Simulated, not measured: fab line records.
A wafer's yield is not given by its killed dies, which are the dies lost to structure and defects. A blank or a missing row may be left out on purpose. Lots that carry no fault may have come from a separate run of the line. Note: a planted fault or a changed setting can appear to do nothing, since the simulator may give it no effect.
Split-lot experiment | flow n5 finfet | route with 1938 steps; 7 lots, 21 wafers read

== THE SPLIT ITSELF ==
At N5_BEOL_M11_COAT_59 (time 60 s, resist thk 100 nm), the setting spin rpm was moved away from the recipe's 1500 rpm on 5 of the 21 wafers read, by -4.9% to +7.3%. This setting was run at the recipe's value on the other wafers.

== FROM THE SPLIT TO THE READING: what the file shows between them, 7 steps ==
- N5_BEOL_M11_COAT_60: time 60 s, resist thk 30 nm
- N5_BEOL_M11_COAT_05: resist thk 90 nm
- N5_BEOL_M11_DESCUM_16: chemistry O2, time 7.9 s
- N5_BEOL_M11_ETCH_61: etches SiARC in CF4, target depth 39 nm, time 65 s
- N5_BEOL_M11_ETCH_62: etches SOC in N2/H2, target depth 110 nm, overetch 22 nm, time 165 s
- N5_BEOL_M11_STRIP_68: strips in N2/H2
- N5_BEOL_M11_STRIP_67: strips in CF4

== THE READING ==
SOC_of_BEOL_M11_COAT_59.thk nm (the simulator's own value, which no gauge read), in nm, at N5_BEOL_M11_HM_OPEN_17 (chemistry Cl2/BCl3, target TiN, target depth 20 nm, overetch 6 nm). There is no usual value for it anywhere in the file. Here, 16 wafers ran the recipe; their average is 92.6 nm with a standard deviation of 0.49 nm.

wafer  | tool, chamber at the split | spin rpm as run, rpm | against the recipe | SOC_of_BEOL_M11_COAT_59.thk nm, nm | against lot-mates on the recipe
L074.2 | litho track-04, 0          | 1500                 | recipe             | 92.8                               | -
L074.3 | litho track-04, 0          | 1500                 | recipe             | 92.6                               | -
L074.5 | litho track-04, 0          | 1500                 | recipe             | 93.2                               | -
L077.2 | litho track-03, 0          | 1547                 | +3.1%              | 90.8                               | -1.4
L077.5 | litho track-03, 0          | 1547                 | +3.1%              | 90.8                               | -1.4
L077.3 | litho track-03, 0          | 1500                 | recipe             | 92.2                               | -
L087.1 | litho track-03, 0          | 1500                 | recipe             | 93                                 | -
L087.2 | litho track-03, 0          | 1500                 | recipe             | 92.2                               | -
L087.4 | litho track-03, 0          | 1500                 | recipe             | 92.8                               | -
L088.1 | litho track-04, 0          | 1500                 | recipe             | 91.8                               | -
L088.3 | litho track-04, 0          | 1500                 | recipe             | 92.8                               | -
L088.5 | litho track-04, 0          | 1500                 | recipe             | 93                                 | -
L093.4 | litho track-04, 0          | 1609                 | +7.3%              | 89.4                               | -2.4
L093.5 | litho track-04, 0          | 1500                 | recipe             | 91.8                               | -
L093.6 | litho track-04, 0          | 1609                 | +7.3%              | 89.6                               | -2.2
L095.2 | litho track-03, 0          | 1427                 | -4.9%              | 95                                 | +2.4
L095.3 | litho track-03, 0          | 1500                 | recipe             | 93                                 | -
L095.4 | litho track-03, 0          | 1500                 | recipe             | 92.2                               | -
L096.1 | litho track-03, 0          | 1500                 | recipe             | 93.2                               | -
L096.2 | litho track-03, 0          | 1500                 | recipe             | 92.2                               | -
L096.4 | litho track-03, 0          | 1500                 | recipe             | 93.4                               | -

THE FIT
A straight line over all 21 wafers: SOC_of_BEOL_M11_COAT_59.thk nm changes by -0.459 nm for each +1% of spin rpm; r = -0.93; the points scatter about the line by 0.48 nm.
The same after taking each lot's own level away (the mean of its wafers on the recipe; 21 wafers): -0.366 nm for each +1%; r = -0.92; scatter 0.41 nm.
The reading moves by 2.7 nm for the largest change in spin rpm, on that fit.
The span of the lots' own levels, 91.80 to 92.93 nm, comes to 2.3 times the standard deviation stated above.
Hence the slope depends on the lot-to-lot level, as the two fits are not the same.
Check: with one of the wafers moved furthest among these (+7.3%) left out of the fit, the line predicts -2.74 nm for it against its lot-mates. It came out at -2.4 nm against them.

== THE WHOLE CHAIN: every reading that the file lists as answering this split, in the file's order ==
step                   | what it does                                                         | reading                                                                         | change (the file's fit)               | r (the file's)
N5_BEOL_M11_COAT_59    | time 60 s, resist thk 100 nm                                         | SOC_of_BEOL_M11_COAT_59.thk nm (the simulator's own value, which no gauge read) | -0.487 nm for each +1% of the setting | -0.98
N5_BEOL_M11_ETCH_62    | etches SOC in N2/H2, target depth 110 nm, overetch 22 nm, time 165 s | etch.depth nm (the simulator's own value, which no gauge read)                  | -0.479 nm for each +1% of the setting | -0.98
N5_BEOL_M11_HM_OPEN_17 | chemistry Cl2/BCl3, target TiN, target depth 20 nm, overetch 6 nm    | SOC_of_BEOL_M11_COAT_59.thk nm (the simulator's own value, which no gauge read) | -0.38 nm for each +1% of the setting  | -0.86

== THE FILE'S OWN FIT ==
SOC_of_BEOL_M11_COAT_59.thk nm changes by -0.38 nm for each +1% of spin rpm, r = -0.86.
